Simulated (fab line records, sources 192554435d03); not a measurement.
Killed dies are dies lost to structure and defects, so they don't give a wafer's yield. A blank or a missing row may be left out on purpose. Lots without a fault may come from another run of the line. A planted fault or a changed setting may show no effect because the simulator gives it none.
A struck lot beside a sound one | flow n5_finfet | 25 steps out of a route of 1938
Sound: wafers L671.1, L671.2, L671.5. Struck: wafers L674.1, L674.3, L674.4. The cause comes at the end.
At each step with rows: each side's tool, then ch and its chambers, then its first start. Under that, the readings that differ: sound wafers | struck wafers | difference of the means | sigmas: that difference in standard deviations of wafers without a fault.
alike: readings whose means differ by less than 2 such deviations, and words and numbers that are the same on both sides. not compared: withheld readings, readings that some wafer has no value for, bounds like >300 that may hide the same value, and numbers for which the record gives no deviation and whose values overlap.
The two part at a step that has a row with sigmas, a row that says differs or no value, or rows on one side only. Numbers that don't overlap but have no deviation are shown without sigmas and don't part them. A reading that every wafer of one side lacks parts them only if that side has two wafers or more.

first, 11 steps without rows for these wafers: N5_BEOL_M0_SAQP_STRIP_108 (strips in N2/H2); N5_BEOL_M0_SAQP_RECESS_109 (chemistry HF/NH3, target SiO2, target depth 3 nm, afs cycles 1, sublimation time 60 s); N5_BEOL_M0_SAQP_SPACER2_ALD_26 (deposits SiO2, target thk 15 nm, pulse time 1 s, purge time 2 s); N5_BEOL_M0_SAQP_SPACER2_ETCHBACK_27 (etches SiO2 in CHF3/O2, target depth 22.5 nm, time 11.25 s); N5_BEOL_M0_SAQP_MANDREL2_REMOVE_110 (chemistry HBr/Cl2/O2, target a-Si, stops on SiCN, bt time 10 s); N5_BEOL_M0_SAQP_COAT_69 (time 60 s, resist thk 90 nm); N5_BEOL_M0_SAQP_COAT_72 (time 60 s, resist thk 15 nm); N5_BEOL_M0_SAQP_COAT_87 (time 60 s, resist thk 5 nm); N5_BEOL_M0_SAQP_COAT_34 (resist thk 30 nm); N5_BEOL_M0_SAQP_EBR_36; N5_BEOL_M0_SAQP_SOFTBAKE_35 (time 60 s).
N5_BEOL_M0_SAQP_EXPOSE_37: exposes mask M0 CUT1, target cd 30 nm.
  sound on euv_scanner-02 ch 0, day 7 02:20; struck on euv_scanner-02 ch 0, day 7 17:58
  reading              | sound             | struck            | difference | sigmas
  exposure_dose_mJ_cm2 | 44.71 44.72 44.73 | 42.52 42.46 42.56 | -2.21      | -46
  alike: mask
then, 2 steps without rows for these wafers: N5_BEOL_M0_SAQP_PEB_38 (peb time 60 s); N5_BEOL_M0_SAQP_DEVELOP_39 (develop time 30 s).
N5_BEOL_M0_SAQP_CD_MEAS_40: target cd 30 nm.
  sound on cd_sem-01 ch 0, day 7 02:28; struck on cd_sem-01 ch 0, day 7 18:06
  reading    | sound             | struck            | difference | sigmas
  cd_nm (nm) | 30.21 30.22 30.05 | 28.79 29.47 28.93 | -1.10      | -4
N5_BEOL_M0_SAQP_DESCUM_45: chemistry O2, time 7 s.
  sound on rie_diel-03 ch 0,1,3, day 7 02:35; struck on rie_diel-03 ch 0,1, day 7 18:13
  reading                       | sound        | struck       | difference | sigmas
  model.BEOL_M0_SAQP.cd_nm (nm) | 30 30.2 30.2 | 28.8 29 28.8 | -1.3       |
  alike: drypump_motor_current_A, oes_product_au, rf_vpp_V, showerhead_plenum_p_Torr, throttle_valve_pct
  not compared: rf_hours_counter_h
then, 6 steps without rows for these wafers: N5_BEOL_M0_SAQP_ETCH_88 (etches underlayer in N2/H2, target depth 6.5 nm, time 5.2 s); N5_BEOL_M0_SAQP_ETCH_73 (etches SiARC in CF4, target depth 19.5 nm, time 32.5 s); N5_BEOL_M0_SAQP_CUT_ETCH_46 (etches SOC in N2/H2, target depth 135 nm, overetch 27 nm, time 202.5 s); N5_BEOL_M0_SAQP_STRIP_74 (strips in N2/H2); N5_BEOL_M0_SAQP_STRIP_89 (strips in N2/H2); N5_BEOL_M0_SAQP_ALD_48 (deposits SiO2, target thk 20 nm, pulse time 1 s, co reactant pulse time 1 s).
N5_BEOL_M0_SAQP_ETCH_49: etches SiO2 in CF4/O2, target depth 37 nm.
  sound on rie_diel-03 ch 0,1, day 7 03:29; struck on rie_diel-04 ch 0,1,3, day 7 20:40
  reading                       | sound        | struck         | difference | sigmas
  model.BEOL_M0_SAQP.cd_nm (nm) | 30 30.2 30.2 | 29.2 29.6 29.2 | -0.8       |
  alike: drypump_motor_current_A, oes_product_au, rf_vpp_V, showerhead_plenum_p_Torr, throttle_valve_pct
  not compared: rf_hours_counter_h
then, 1 step without rows for these wafers: N5_BEOL_M0_SAQP_STRIP_75 (strips in CF4).
-- the record jumps here: 2 days lie between the struck wafers' starts before and after (it left off in module BEOL_M0_SAQP and takes up again in module BEOL_M4, whose first step shown is number 1111 of the route) --
N5_BEOL_M4_RC_MEAS_101:
  sound on prober-01 ch 0, day 9 11:46; struck on prober-01 ch 0, day 9 22:44
  alike: DIBL_N, DIBL_P, IOFF_N, IOFF_P, ION_N, ION_P, SS_N, SS_P, VT_N, VT_P

WHERE THEY PART
First at N5_BEOL_M0_SAQP_EXPOSE_37; last, within this record, at N5_BEOL_M0_SAQP_CD_MEAS_40. Later steps at which nothing parts them and some readings are alike: N5_BEOL_M0_SAQP_DESCUM_45, N5_BEOL_M0_SAQP_ETCH_49, N5_BEOL_M4_RC_MEAS_101.

WHY: what the simulator had put in
Process parameter drift: euv_scanner-02, from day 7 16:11 on, at N5_BEOL_M0_SAQP_EXPOSE_37. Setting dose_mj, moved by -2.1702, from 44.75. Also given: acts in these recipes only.
